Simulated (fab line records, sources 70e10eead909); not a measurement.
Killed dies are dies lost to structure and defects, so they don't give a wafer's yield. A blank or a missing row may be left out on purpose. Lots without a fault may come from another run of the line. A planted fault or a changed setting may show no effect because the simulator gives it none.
Which tool did it? | flow nand_harc | 24 lots, 72 wafers sampled, at 1 step of a route of 1302

WHAT THE GAUGES READ, wafer by wafer
NHARC_A_CONTACT_CD_MEAS_80.
lot  | measured     | on        | cd_nm (nm)
L074 | day 22 12:17 | cd_sem-02 | 288.5 289.9 288.4
L075 | day 22 15:11 | cd_sem-03 | 289.9 290.0 289.6
L076 | day 22 23:54 | cd_sem-03 | 291.4 290.9 291.0
L078 | day 23 11:23 | cd_sem-03 | 291.1 290.8 291.4
L077 | day 23 13:53 | cd_sem-01 | 290.4 290.9 290.6
L080 | day 24 12:11 | cd_sem-03 | 289.9 288.1 289.9
L079 | day 24 16:02 | cd_sem-01 | 289.4 290.0 290.8
L081 | day 25 04:45 | cd_sem-01 | 288.1 290.5 288.2
L082 | day 25 12:04 | cd_sem-02 | 290.8 289.9 290.5
L083 | day 25 13:36 | cd_sem-02 | 291.7 290.8 290.1
L084 | day 26 04:36 | cd_sem-01 | 289.5 290.3 291.0
L085 | day 26 10:08 | cd_sem-02 | 289.7 288.3 289.5
L086 | day 26 23:29 | cd_sem-02 | 289.1 289.1 288.7
L087 | day 27 01:07 | cd_sem-03 | 289.9 290.7 290.7
L088 | day 27 20:01 | cd_sem-03 | 289.8 289.0 289.0
L089 | day 27 22:43 | cd_sem-03 | 289.3 289.1 288.6
L090 | day 28 17:06 | cd_sem-03 | 289.5 289.5 289.7
L091 | day 28 20:09 | cd_sem-02 | 289.6 289.9 289.4
L092 | day 30 00:37 | cd_sem-01 | 290.5 290.5 290.7
L093 | day 30 01:28 | cd_sem-02 | 288.4 289.5 290.2
L094 | day 30 17:05 | cd_sem-02 | 288.2 288.4 288.4
L095 | day 30 20:02 | cd_sem-02 | 291.6 290.8 292.2
L096 | day 31 05:43 | cd_sem-01 | 289.4 289.1 290.1
L097 | day 31 12:23 | cd_sem-03 | 287.6 287.7 288.0

WHICH TOOL RAN EACH LOT (tool, then ch and the chambers of the sampled wafers, then the start)
The record holds no process step before these readings.

WHAT THE TOOLS THEMSELVES READ (means of the sampled wafers that have a number; where no wafer has one, the mark that the record gives instead)
The record holds no such reading with a usual standard deviation.

THE ANSWER, worked out from the rows above alone
Rule: what is usual is taken from the lots themselves. Put in order of their means at a reading, lots are off if they are a third of the lots or fewer, leave a main group of 4 or more, and stand apart from it by a gap of 3 or more times the standard deviation of the main group's means; of several such gaps the widest counts. A main group whose means are all the same, to the digits that the tables above print for the reading, isn't used. A lot without any number at a reading at which 4 lots or more have one is off too. The other lots that the step has rows for count as sound. The gauges are gone through in route order, then the tools' own readings, and for those a lot's mean is taken as printed above. The first step at which some lot is off is used, and at that step the reading that is off furthest; a lot without a number counts as furthest.
No lot is off at any reading shown: from this, nothing can be told.

WHAT THE SIMULATOR HAD PUT IN
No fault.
